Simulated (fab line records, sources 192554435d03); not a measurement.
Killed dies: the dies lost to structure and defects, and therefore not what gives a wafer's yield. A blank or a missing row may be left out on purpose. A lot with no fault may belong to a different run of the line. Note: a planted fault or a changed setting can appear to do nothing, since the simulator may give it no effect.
Problem report in the 8D (eight disciplines) form, filled by code + flow n5Finfet + the parts of the form that need people (team, actions taken, sign-off) are left out

## 1. THE ISSUE
A mean of 93 is read at N5_PASSIVATION_PROBE_49 for killed_at_M0_to_M3, taken on 1 wafer of 1 lot, against 33 (standard deviation 9.4) on wafers free of any fault. That puts it +6.4 standard deviations away from the usual mean.
First observed at day 14 10:03: wafer L601.6, on prober-01. The record holds 7 wafers of 4 lots with a number at this step. Rule for "out", or "out of limits": more than 4 standard deviations from the usual mean. The rest of the wafers with a number are treated as sound.

## 2. WHAT IT IS; WHAT IT IS NOT
| question                    | is                              | is not                                                                                                                           |
|-----------------------------|---------------------------------|----------------------------------------------------------------------------------------------------------------------------------|
| which readings at this step | killed_at_M0_to_M3, killedOnRim | killed_at_M4_up, killedAtContacts, killedAtFrontEnd, killedAtOther, killedOpen, killedShort, sort_bin_6_memory, sort_bin_8_speed |
| which lots                  | L601                            | L608, L610, L612                                                                                                                 |
| which wafers of those lots  | L601.6                          | L601.3, L601.4                                                                                                                   |
| read on which tools         | prober-01                       | -                                                                                                                                |
| when                        | from day 14 10:03               | up to then (2 sound wafers); but 4 sound wafers of L608, L610, L612 came after                                                   |

## 3. SUSPECTS, AND WHAT RULES EACH OUT
Counting: any tool at a process step up to the reading remains a suspect provided it ran every lot that is out. Sound lots after the first of them don't rule it out here, since some wafers of a struck lot are sound.
- wetBench-04 at N5_BEOL_M0_STRIP_139 (strips in post etch residue remover, time 60 s): kept. It ran the lot that is out, L601 (day 7 18:05).
- rieDiel-06 at N5_MIM_BOT_LITHO_DESCUM_10 (chemistry O2, time 7.9 s): kept. It ran the lot that is out, L601 (day 14 01:25).
- rieMetal-01 at N5_MIM_BOT_ETCH_ETCH_03 (etches the open film in Cl2/BCl3, target depth 12 nm): kept. It ran the lot that is out, L601 (day 14 01:37).
- prober-01 at N5_PASSIVATION_PROBE_49: kept. It ran the lot that is out, L601 (day 14 09:54). Its own readings are out on those wafers: killed_at_M0_to_M3, killedOnRim.
Left after counting: wetBench-04 at N5_BEOL_M0_STRIP_139, rieDiel-06 at N5_MIM_BOT_LITHO_DESCUM_10, rieMetal-01 at N5_MIM_BOT_ETCH_ETCH_03, prober-01 at N5_PASSIVATION_PROBE_49.

## 4. THE CAUSE (what the simulator had put in)
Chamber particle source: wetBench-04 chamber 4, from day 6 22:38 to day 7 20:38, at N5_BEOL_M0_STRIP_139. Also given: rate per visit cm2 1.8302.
After counting, 4 suspects remain, this tool included.

## 5. SEQUENCE OF EFFECTS, ordered by route
Each row: a reading where the mean over the struck wafers with a number is more than 3 standard deviations away from the usual. Only readings for which the record gives a usual standard deviation are gone through. hours: the time from each lot's start at the first step in this table that gives one to its start at this step, as a median over the lots. sigmas: the change in usual standard deviations.
| hours | step                    | reading             | usual  | on struck wafers | change | sigmas |
|-------|-------------------------|---------------------|--------|------------------|--------|--------|
| 0     | N5_PASSIVATION_PROBE_49 | defectLimitedYield  | 91.6 % | 86.8             | -4.8   | -4.0   |
| 0     | N5_PASSIVATION_PROBE_49 | killed_at_M0_to_M3  | 33     | 93               | +60    | +6.4   |
| 0     | N5_PASSIVATION_PROBE_49 | killedDies          | 99     | 156              | +57    | +3.8   |
| 0     | N5_PASSIVATION_PROBE_49 | killedOnRim         | 13     | 31               | +18    | +5.0   |
| 0     | N5_PASSIVATION_PROBE_49 | sort_bin_5_function | 4.9 %  | 7.5              | +2.6   | +3.4   |
| 0     | N5_PASSIVATION_PROBE_49 | sortNPass           | 1081   | 1024             | -57    | -3.8   |
| 0     | N5_PASSIVATION_PROBE_49 | sortYieldPct        | 91.6 % | 86.8             | -4.8   | -4.0   |
Process steps it contains:
- N5_PASSIVATION_PROBE_49

## 6. HOW IT WOULD HAVE BEEN CAUGHT EARLIER
First out-of-limits reading in this record: day 14 10:03, which is 179 hours after fault onset at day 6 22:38.
By day 14 10:03, every lot that is out (1) had started N5_BEOL_M0_STRIP_139 on wetBench-04. Had the tool been put on hold then, not one of them would have been saved.
